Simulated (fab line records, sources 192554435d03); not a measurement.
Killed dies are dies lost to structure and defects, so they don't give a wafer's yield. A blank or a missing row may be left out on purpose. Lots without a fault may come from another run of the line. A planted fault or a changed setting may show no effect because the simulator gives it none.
Split-lot experiment | flow n5_finfet | 7 lots, 21 wafers read, on a route of 1938 steps

THE SPLIT
At N5_BEOL_M3_TRENCH_ETCH_37 (etches SiOC in C4F6/O2, target depth 55.555 nm, time 29.2 s), the setting time_s was moved away from the recipe's 29.2 s on 5 of the 21 wafers read, by -11.7% to +7.6%. The other wafers ran this setting at the recipe's value.

The reading is taken at the split's own step.

THE READING
etch.depth_nm (the simulator's own value, which no gauge read), in nm, at N5_BEOL_M3_TRENCH_ETCH_37 (etches SiOC in C4F6/O2, target depth 55.555 nm, time 29.2 s). The file gives no usual value for it. The 16 wafers here that ran the recipe average 55.80 nm, standard deviation 1.6 nm.

wafer  | tool, chamber at the split | time_s as run, s | against the recipe | etch.depth_nm, nm | against lot-mates on the recipe
L074.1 | rie_diel-02, 3             | 25.77            | -11.7%             | 48.32             | -7.78
L074.3 | rie_diel-02, 1             | 29.2             | recipe             | 56.1              | -
L074.5 | rie_diel-02, 3             | 25.77            | -11.7%             | 48.52             | -7.58
L077.1 | rie_diel-02, 1             | 31.16            | +6.7%              | 59.68             | +5.18
L077.2 | rie_diel-02, 3             | 29.2             | recipe             | 54.47             | -
L077.4 | rie_diel-02, 0             | 29.2             | recipe             | 54.52             | -
L076.1 | rie_diel-05, 2             | 29.2             | recipe             | 54.83             | -
L076.4 | rie_diel-05, 3             | 29.2             | recipe             | 55.09             | -
L076.6 | rie_diel-05, 2             | 29.2             | recipe             | 54.67             | -
L079.1 | rie_diel-03, 1             | 29.2             | recipe             | 59.23             | -
L079.2 | rie_diel-03, 2             | 31.43            | +7.6%              | 59.96             | +0.73
L079.6 | rie_diel-03, 2             | 31.43            | +7.6%              | 60.93             | +1.70
L083.1 | rie_diel-03, 1             | 29.2             | recipe             | 57.81             | -
L083.2 | rie_diel-03, 3             | 29.2             | recipe             | 54.51             | -
L083.5 | rie_diel-03, 2             | 29.2             | recipe             | 55.97             | -
L086.2 | rie_diel-03, 1             | 29.2             | recipe             | 57.97             | -
L086.3 | rie_diel-03, 0             | 29.2             | recipe             | 56.95             | -
L086.6 | rie_diel-03, 1             | 29.2             | recipe             | 57.93             | -
L087.1 | rie_diel-05, 0             | 29.2             | recipe             | 53.79             | -
L087.3 | rie_diel-05, 3             | 29.2             | recipe             | 54.69             | -
L087.6 | rie_diel-05, 3             | 29.2             | recipe             | 54.34             | -

THE FIT
A straight line over all 21 wafers: etch.depth_nm changes by +0.618 nm for each +1% of time_s; r = +0.89; the points scatter about the line by 1.5 nm.
The same after taking each lot's own level away (the mean of its wafers on the recipe; 21 wafers): +0.533 nm for each +1%; r = +0.90; scatter 1.2 nm.
On that fit, the largest move of time_s shifts the reading by 6.3 nm.
The lots' own levels span 54.273 to 59.230 nm, that is 3.1 times the standard deviation above.
So the lot-to-lot level changes the slope: the two fits differ.
Check: with one of the wafers moved furthest among these (-11.7%) left out of the fit, the line predicts -5.93 nm for it against its lot-mates. It came out at -7.78 nm against them.

OTHER SPLITS ON THESE WAFERS
These wafers also went through other splits before the reading. Each is held against what the fit with the lots' levels taken away leaves over:
other split on the same wafers | wafers away from the commonest value | r with etch.depth_nm (lot level and that fit taken away)
N5_BEOL_M1_VIA_ETCH_34 time_s  | 9                                    | +0.03
N5_BEOL_M2_COAT_62 spin_rpm    | 5                                    | +0.10
N5_BEOL_M2_ETCH_74 source_w    | 6                                    | -0.27
N5_BEOL_M3_PECVD_72 time_s     | 8                                    | +0.05
N5_BEOL_M3_COAT_73 spin_rpm    | 7                                    | -0.04
N5_BEOL_M3_VIA_ETCH_34 time_s  | 7                                    | +0.21

THE WHOLE CHAIN: every reading that the file lists as answering this split, in the file's order
step                      | what it does                                                | reading                                                                   | change (the file's fit)               | r (the file's)
N5_BEOL_M3_TRENCH_ETCH_37 | etches SiOC in C4F6/O2, target depth 55.555 nm, time 29.2 s | BEOL_M3.feature_depth_nm (the simulator's own value, which no gauge read) | +0.548 nm for each +1% of the setting | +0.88
N5_BEOL_M3_TRENCH_ETCH_37 | etches SiOC in C4F6/O2, target depth 55.555 nm, time 29.2 s | etch.depth_nm (the simulator's own value, which no gauge read)            | +0.556 nm for each +1% of the setting | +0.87

THE FILE'S OWN FIT
etch.depth_nm changes by +0.556 nm for each +1% of time_s, r = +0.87.
